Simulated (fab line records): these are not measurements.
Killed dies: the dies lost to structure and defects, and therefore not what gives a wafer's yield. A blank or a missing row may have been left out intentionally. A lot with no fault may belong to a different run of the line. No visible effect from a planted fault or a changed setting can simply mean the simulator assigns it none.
Which tool was responsible?    flow n5 finfet    Sampling: 24 lots, 72 wafers, 6 of 1938 route steps

## WHAT EACH GAUGE READ, for each wafer
N5_FIN_SAQP_CD_MEAS_37 targets a cd of 8 nm. Usual: cd nm at 8.08 nm, with a standard deviation of 0.25.
lot   measured     on         cd nm (nm)      flag
L074  day 2 02:29  cd sem-02  8.34 8.06 8.18  
L075  day 2 10:36  cd sem-03  7.84 7.83 7.56  
L076  day 2 14:32  cd sem-03  7.13 7.66 8.18  
L077  day 2 20:43  cd sem-01  8.01 8.05 8.15  
L078  day 3 01:56  cd sem-03  7.63 7.93 7.59  
L079  day 3 08:17  cd sem-03  7.90 7.87 8.34  
L080  day 3 14:47  cd sem-03  8.04 8.14 8.11  
L081  day 3 20:47  cd sem-01  8.39 8.48 8.38  
L082  day 4 02:16  cd sem-01  7.79 7.97 7.91  
L083  day 4 08:13  cd sem-03  8.13 7.85 8.19  
L084  day 4 16:08  cd sem-02  8.06 7.70 8.37  
L085  day 4 21:50  cd sem-03  7.86 8.66 8.28  
L086  day 5 04:37  cd sem-03  8.14 8.03 7.84  
L087  day 5 08:56  cd sem-01  8.10 8.45 7.81  
L088  day 5 14:40  cd sem-03  8.20 8.28 8.20  
L089  day 5 19:38  cd sem-01  8.07 8.11 8.02  
L090  day 6 03:14  cd sem-02  8.24 8.05 8.25  
L091  day 6 08:47  cd sem-01  8.12 7.74 8.48  
L092  day 6 14:20  cd sem-01  8.27 7.82 7.56  
L093  day 6 19:28  cd sem-02  8.18 8.14 8.09  
L094  day 7 01:57  cd sem-01  8.10 8.21 8.09  
L095  day 7 07:49  cd sem-02  8.26 8.09 7.90  
L096  day 7 14:10  cd sem-02  8.39 8.08 7.92  
L097  day 7 21:00  cd sem-02  7.69 7.99 7.85  

N5_DUMMY_GATE_CD_MEAS_15 targets a cd of 25.8 nm. Usual: cd nm at 25.11 nm, with a standard deviation of 0.25.
lot   measured     on         cd nm (nm)         flag
L074  day 2 22:43  cd sem-01  24.99 25.07 25.19  
L075  day 3 07:59  cd sem-03  24.79 25.04 25.41  
L076  day 3 11:46  cd sem-02  24.92 25.45 25.63  
L077  day 3 17:31  cd sem-02  25.32 25.05 25.44  
L078  day 3 23:11  cd sem-02  25.41 25.16 25.60  
L079  day 4 06:38  cd sem-01  25.27 24.73 24.81  
L080  day 4 10:14  cd sem-01  25.36 25.08 25.11  
L081  day 4 15:29  cd sem-02  24.74 25.05 24.71  
L082  day 4 22:13  cd sem-02  24.82 25.21 24.90  
L083  day 5 03:34  cd sem-03  25.23 25.13 24.92  
L084  day 5 11:07  cd sem-02  25.20 25.10 25.08  
L085  day 5 17:49  cd sem-02  25.11 25.08 25.03  
L086  day 6 02:07  cd sem-01  24.90 25.51 24.94  
L087  day 6 04:12  cd sem-02  25.17 25.07 24.81  
L088  day 6 13:08  cd sem-01  25.01 25.15 24.83  
L089  day 6 15:34  cd sem-03  25.23 24.89 25.50  
L090  day 6 23:52  cd sem-02  25.11 25.02 25.07  
L091  day 7 05:57  cd sem-02  25.04 25.39 25.42  
L092  day 7 09:51  cd sem-02  25.08 24.85 24.66  
L093  day 7 14:19  cd sem-02  25.30 25.11 24.86  
L094  day 7 21:43  cd sem-03  25.04 25.16 24.76  
L095  day 8 03:04  cd sem-01  25.38 25.42 25.17  
L096  day 8 10:50  cd sem-02  25.68 25.47 25.26  
L097  day 8 16:45  cd sem-02  25.07 24.92 25.22  

N5_DUMMY_GATE_INSPECT_17: inspects for defects (brightfield). Usual: raw defect count at 183, with a standard deviation of 52.
lot   measured     on                 raw defect count  flag
L074  day 2 22:49  defect inspect-01  224 167 221       
L075  day 3 08:05  defect inspect-02  142 185 171       
L076  day 3 11:52  defect inspect-01  183 183 177       
L077  day 3 17:37  defect inspect-01  93 96 143         
L078  day 3 23:17  defect inspect-02  199 132 219       
L079  day 4 06:44  defect inspect-02  201 180 170       
L080  day 4 10:20  defect inspect-01  247 217 170       
L081  day 4 15:35  defect inspect-02  197 186 172       
L082  day 4 22:19  defect inspect-02  178 129 181       
L083  day 5 03:39  defect inspect-01  158 148 191       
L084  day 5 11:13  defect inspect-02  125 126 122       
L085  day 5 17:55  defect inspect-02  209 248 214       
L086  day 6 02:13  defect inspect-01  266 168 115       
L087  day 6 04:18  defect inspect-01  196 168 128       
L088  day 6 13:14  defect inspect-01  286 191 197       
L089  day 6 15:39  defect inspect-02  320 331 328       
L090  day 6 23:57  defect inspect-02  114 183 151       
L091  day 7 06:03  defect inspect-02  218 209 195       
L092  day 7 09:57  defect inspect-02  145 228 200       
L093  day 7 14:24  defect inspect-01  270 193 206       
L094  day 7 21:49  defect inspect-01  170 122 104       
L095  day 8 03:10  defect inspect-01  109 97 76         
L096  day 8 10:56  defect inspect-01  161 149 122       
L097  day 8 16:51  defect inspect-01  257 212 269       

N5_SPACER0_INSPECT_04: inspects for defects (darkfield). Usual: raw defect count at 129, with a standard deviation of 35.
lot   measured     on                 raw defect count  flag
L074  day 3 00:36  defect inspect-01  156 121 165       
L075  day 3 09:56  defect inspect-02  107 143 129       
L076  day 3 13:40  defect inspect-02  136 113 121       
L077  day 3 19:24  defect inspect-02  68 81 95          
L078  day 4 01:10  defect inspect-01  150 109 140       
L079  day 4 08:41  defect inspect-01  154 141 125       
L080  day 4 12:07  defect inspect-01  176 159 113       
L081  day 4 17:53  defect inspect-02  155 138 168       
L082  day 5 01:15  defect inspect-01  117 89 92         
L083  day 5 06:29  defect inspect-01  101 105 113       
L084  day 5 13:26  defect inspect-02  108 102 91        
L085  day 5 21:09  defect inspect-02  124 167 114       
L086  day 6 04:10  defect inspect-01  131 113 72        
L087  day 6 06:22  defect inspect-01  121 103 97        
L088  day 6 15:01  defect inspect-02  198 130 149       
L089  day 6 17:59  defect inspect-02  209 206 187       
L090  day 7 01:59  defect inspect-01  75 133 121        
L091  day 7 07:50  defect inspect-01  147 170 196       
L092  day 7 12:21  defect inspect-02  145 177 172       
L093  day 7 16:35  defect inspect-01  183 134 163       
L094  day 7 23:56  defect inspect-02  186 95 99         
L095  day 8 05:13  defect inspect-01  106 65 65         
L096  day 8 12:43  defect inspect-02  125 104 87        
L097  day 8 19:41  defect inspect-01  202 144 160       

## WHICH TOOL RAN EACH LOT (tool, then ch and the chambers of the sampled wafers, then the start)
lot   N5_STI_FIN_REVEAL_CMP_04      N5_DUMMY_GATE_ETCH_32
L074  cmp-01 ch 0,3, day 2 09:07    rie si-03 ch 0,1,2, day 2 23:31
L075  cmp-03 ch 0,2,3, day 2 18:17  rie si-03 ch 1,2,3, day 3 08:47
L076  cmp-02 ch 0,1,2, day 2 22:02  rie si-01 ch 0,1,3, day 3 12:34
L077  cmp-03 ch 0,3, day 3 03:19    rie si-03 ch 1,3, day 3 18:19
L078  cmp-02 ch 0,1,2, day 3 09:20  rie si-03 ch 2,3, day 3 23:59
L079  cmp-02 ch 0,1, day 3 16:08    rie si-05 ch 0,1,2, day 4 07:26
L080  cmp-03 ch 0,2,3, day 3 21:29  rie si-03 ch 0,1,3, day 4 11:02
L081  cmp-03 ch 0,1,3, day 4 03:23  rie si-01 ch 0,2,3, day 4 16:26
L082  cmp-02 ch 0,2,3, day 4 09:25  rie si-01 ch 0,1,3, day 4 23:01
L083  cmp-02 ch 1,2, day 4 14:56    rie si-05 ch 1,2, day 5 04:21
L084  cmp-01 ch 1,2,3, day 4 23:01  rie si-01 ch 1,2,3, day 5 12:21
L085  cmp-03 ch 0,1,2, day 5 05:35  rie si-03 ch 1,2, day 5 19:00
L086  cmp-03 ch 1,3, day 5 11:32    rie si-05 ch 0,1,3, day 6 03:05
L087  cmp-03 ch 0,1, day 5 16:01    rie si-01 ch 0,1, day 6 05:07
L088  cmp-01 ch 1,2,3, day 5 22:12  rie si-01 ch 0,1,3, day 6 13:56
L089  cmp-02 ch 1,3, day 6 02:35    rie si-01 ch 0,3, day 6 16:49
L090  cmp-03 ch 0,2,3, day 6 10:03  rie si-05 ch 0,1,2, day 7 00:50
L091  cmp-01 ch 1,2,3, day 6 15:32  rie si-01 ch 0,1,3, day 7 06:45
L092  cmp-02 ch 0,1,2, day 6 21:15  rie si-01 ch 1,2,3, day 7 10:39
L093  cmp-03 ch 1,2, day 7 02:04    rie si-03 ch 1,3, day 7 15:06
L094  cmp-02 ch 1,3, day 7 08:34    rie si-05 ch 2,3, day 7 22:45
L095  cmp-01 ch 2,3, day 7 14:43    rie si-05 ch 0,3, day 8 03:52
L096  cmp-03 ch 2,3, day 7 20:54    rie si-03 ch 0,2, day 8 11:38
L097  cmp-03 ch 0,2,3, day 8 03:48  rie si-03 ch 0,1,3, day 8 17:47
- N5_STI_FIN_REVEAL_CMP_04: polishes, stops on Si3N4, t overpolish 4 s, target thk 131.83 nm.
- N5_DUMMY_GATE_ETCH_32: etches SiO2 in CF4, target depth 3.5 nm, time 3.9 s.

## WHAT THE TOOLS THEMSELVES READ (means of the sampled wafers that have a number; where no wafer has one, the mark that the record gives instead)
N5_STI_FIN_REVEAL_CMP_04. Usual: motor current A 8.4 A, standard deviation 1.2; overpolish run s 4.000 s, standard deviation 0.0084; time to endpoint s 102 s, standard deviation 4.
lot   tool    motor current A (A)  overpolish run s (s)  time to endpoint s (s)  flag
L074  cmp-01  9.6                  3.992                 102                     
L075  cmp-03  7.5                  3.999                 105                     
L076  cmp-02  8.5                  3.994                 104                     
L077  cmp-03  7.7                  4.000                 101                     
L078  cmp-02  8.3                  3.999                 102                     
L079  cmp-02  8.6                  3.996                 100                     
L080  cmp-03  7.4                  4.001                 99                      
L081  cmp-03  8.8                  3.991                 99                      
L082  cmp-02  7.4                  4.004                 103                     
L083  cmp-02  9.0                  4.007                 103                     
L084  cmp-01  9.4                  3.997                 100                     
L085  cmp-03  8.6                  4.005                 102                     
L086  cmp-03  8.6                  4.007                 106                     
L087  cmp-03  8.9                  4.001                 103                     
L088  cmp-01  9.0                  3.996                 98                      
L089  cmp-02  8.0                  4.000                 108                     
L090  cmp-03  7.7                  4.004                 101                     
L091  cmp-01  9.0                  4.002                 104                     
L092  cmp-02  8.5                  4.004                 106                     
L093  cmp-03  8.4                  3.993                 102                     
L094  cmp-02  8.5                  4.012                 106                     
L095  cmp-01  9.1                  3.999                 104                     
L096  cmp-03  7.5                  3.996                 101                     
L097  cmp-03  7.4                  4.002                 102                     

N5_DUMMY_GATE_ETCH_32. Usual: drypump motor current A 5.5 A, standard deviation 0.35; he backside leak sccm 2.9 sccm, standard deviation 0.41; oes product au 1.002 a.u., standard deviation 0.018; rf fwd power W 790 W, standard deviation 4.1; throttle valve pct 21.88 %, standard deviation 0.21.
lot   tool       drypump motor current A (A)  he backside leak sccm (sccm)  oes product au (a.u.)  rf fwd power W (W)  throttle valve pct (%)  flag
L074  rie si-03  5.3                          2.7                           0.998                  787                 21.79                   
L075  rie si-03  5.5                          2.8                           1.001                  790                 21.95                   
L076  rie si-01  5.5                          3.0                           1.001                  791                 21.83                   
L077  rie si-03  5.4                          2.9                           1.004                  792                 21.79                   
L078  rie si-03  5.5                          3.7                           1.011                  789                 22.11                   
L079  rie si-05  5.5                          2.8                           0.998                  791                 21.90                   
L080  rie si-03  5.3                          2.7                           1.004                  790                 21.67                   
L081  rie si-01  5.6                          2.9                           0.992                  792                 21.90                   
L082  rie si-01  5.5                          2.8                           0.998                  790                 21.83                   
L083  rie si-05  5.9                          2.7                           1.012                  794                 21.99                   
L084  rie si-01  5.7                          2.8                           1.006                  789                 21.91                   
L085  rie si-03  5.4                          2.9                           1.000                  789                 22.06                   
L086  rie si-05  5.6                          3.0                           1.011                  794                 21.89                   
L087  rie si-01  5.7                          3.0                           0.977                  791                 21.84                   
L088  rie si-01  5.5                          2.8                           1.002                  791                 21.83                   
L089  rie si-01  5.3                          2.7                           0.998                  791                 21.78                   
L090  rie si-05  5.5                          2.9                           0.999                  793                 21.91                   
L091  rie si-01  5.5                          3.8                           1.009                  794                 21.82                   
L092  rie si-01  5.6                          2.9                           1.027                  790                 21.92                   
L093  rie si-03  5.4                          2.7                           0.997                  792                 21.80                   
L094  rie si-05  5.3                          2.9                           1.006                  792                 21.99                   
L095  rie si-05  5.4                          3.2                           1.011                  796                 21.88                   
L096  rie si-03  5.3                          2.9                           0.999                  785                 21.94                   
L097  rie si-03  5.3                          2.7                           0.988                  789                 21.66                   

## THE ANSWER, worked out from the rows above alone
Rule: take the mean of a lot's wafers that have a number; if it is more than 3 standard deviations from the usual mean, the lot is off. Also off: a lot with no number at a reading for which 4 or more lots have one. Where the step has rows for the other lots, those lots are counted as sound. After the gauges, taken in route order, come the tools' own readings; for these a lot's mean is taken, as printed above. The first step at which some lot is off is used, and at that step the reading that is off furthest; a lot without a number counts as furthest.
Nothing can be told from this: no lot is off at any reading shown.

## WHAT THE SIMULATOR HAD PUT IN
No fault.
